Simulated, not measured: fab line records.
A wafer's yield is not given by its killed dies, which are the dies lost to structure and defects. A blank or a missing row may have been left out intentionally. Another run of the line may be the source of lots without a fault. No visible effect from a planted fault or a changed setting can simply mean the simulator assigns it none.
Matching of chambers / flow nand-harc / 4 sister chambers for NHARC_THIN_TSV_CMP_01 on cmp-02
The step polishes. 8 wafers are shown with their chamber, then 7 later ones without.

## WAFERS PAIRED WITH THEIR CHAMBERS
wafer=L568.6; chamber=0; motor-current-A (A)=12.4
wafer=L566.3; chamber=3; motor-current-A (A)=12.6
wafer=L566.6; chamber=2; motor-current-A (A)=12.3
wafer=L573.1; chamber=2; motor-current-A (A)=12.7
wafer=L573.4; chamber=1; motor-current-A (A)=13.5
wafer=L573.6; chamber=3; motor-current-A (A)=12.3
wafer=L572.2; chamber=1; motor-current-A (A)=14.1
wafer=L572.3; chamber=0; motor-current-A (A)=12.2

## WAFERS WITH NO CHAMBER GIVEN
wafer=L572.5; motor-current-A (A)=14.1
wafer=L574.2; motor-current-A (A)=11.7
wafer=L574.3; motor-current-A (A)=11.5
wafer=L574.6; motor-current-A (A)=14.6
wafer=L585.3; motor-current-A (A)=13.9
wafer=L585.5; motor-current-A (A)=14.1
wafer=L585.6; motor-current-A (A)=11.5

## WHICH CHAMBER EACH WENT THROUGH
wafer=L572.5; from the rows above=1; in truth=1
wafer=L574.2; from the rows above=can't be placed: 0 or 3 or 2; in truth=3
wafer=L574.3; from the rows above=can't be placed: 0 or 3 or 2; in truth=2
wafer=L574.6; from the rows above=1; in truth=1
wafer=L585.3; from the rows above=1; in truth=1
wafer=L585.5; from the rows above=1; in truth=1
wafer=L585.6; from the rows above=can't be placed: 0 or 3 or 2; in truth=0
Placed correctly: 4 of 7. From these rows, 3 cannot be placed; in 3 the true chamber is one of the candidates. Wrongly placed: 0.
How it was worked out, from the rows above alone: a wafer's distance from a chamber is the root of the sum, over the readings, of the square of ((its reading less the chamber's mean) divided by the reading's scatter). The wafer belongs to the nearest chamber; if the next one is less than 2 further off, it can't be placed. A chamber's mean is the mean of its shown wafers. How the scatter is found: for the shown wafers, subtract from each reading the mean of its chamber, square and add these, divide the total by (wafers less chambers), then take the root.
